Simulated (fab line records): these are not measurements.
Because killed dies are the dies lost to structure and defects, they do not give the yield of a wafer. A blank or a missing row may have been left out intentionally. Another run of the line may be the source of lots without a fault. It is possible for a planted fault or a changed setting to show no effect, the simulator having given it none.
Chamber matching ; flow nand-harc ; 4 sister chambers for NHARC_P_GATE_STRIP_108 on rie-diel-08
The step strips in O2. 14 wafers are shown with their chamber, then 7 later ones without.

WAFERS, EACH WITH ITS CHAMBER
wafer;chamber;showerhead-plenum-p-Torr (Torr);drypump-motor-current-A (A);oes-product-au (a.u.)
L076.2;3;3.66;5.3;0.987
L076.5;3;3.66;5.3;0.982
L076.6;0;3.37;6.1;0.987
L079.1;1;3.47;5.1;0.996
L079.4;0;3.37;6.1;0.989
L079.6;0;3.37;6.1;0.991
L082.1;1;3.47;5.0;1.008
L082.2;2;3.66;5.9;0.999
L082.5;2;3.66;5.9;0.997
L086.1;0;3.36;6.1;0.979
L086.2;1;3.46;5.0;1.005
L086.6;2;3.65;5.9;1.002
L087.1;0;3.36;6.1;0.975
L087.3;1;3.46;5.1;1.008

SIGNATURES, as means of the wafers listed above
reading;chamber 0;chamber 1;chamber 2;chamber 3;scatter within a chamber
showerhead-plenum-p-Torr;3.3660;3.4650;3.6567;3.6600;0.00535
drypump-motor-current-A;6.100;5.050;5.900;5.300;0.0316
oes-product-au;0.98420;1.00425;0.99933;0.98450;0.00557
Rule: for a wafer and a chamber, the distance is found by dividing, reading by reading, the gap between the wafer's reading and the chamber's mean by the reading's scatter, squaring, summing and taking the root. The wafer belongs to the nearest chamber; if the next one is less than 2 further off, it can't be placed. The scatter: take each reading less its chamber's mean, square it, sum over the shown wafers, divide by the number of wafers less the number of chambers, and take the root.

WAFERS MISSING THEIR CHAMBER
wafer;showerhead-plenum-p-Torr (Torr);drypump-motor-current-A (A);oes-product-au (a.u.)
L087.5;3.46;5.0;0.998
L088.1;3.46;5.0;1.006
L088.4;3.65;5.3;0.984
L088.5;3.46;5.0;1.007
L089.1;3.36;6.1;0.988
L089.3;3.46;5.0;0.999
L089.6;3.46;5.1;1.019

WHICH CHAMBER EACH WENT THROUGH
wafer;from the rows above;in truth
L087.5;1;1
L088.1;1;1
L088.4;3;3
L088.5;1;1
L089.1;0;0
L089.3;1;1
L089.6;1;1
7 of 7 placed correctly. Left unplaced by these rows: 0. Wrongly placed: 0.
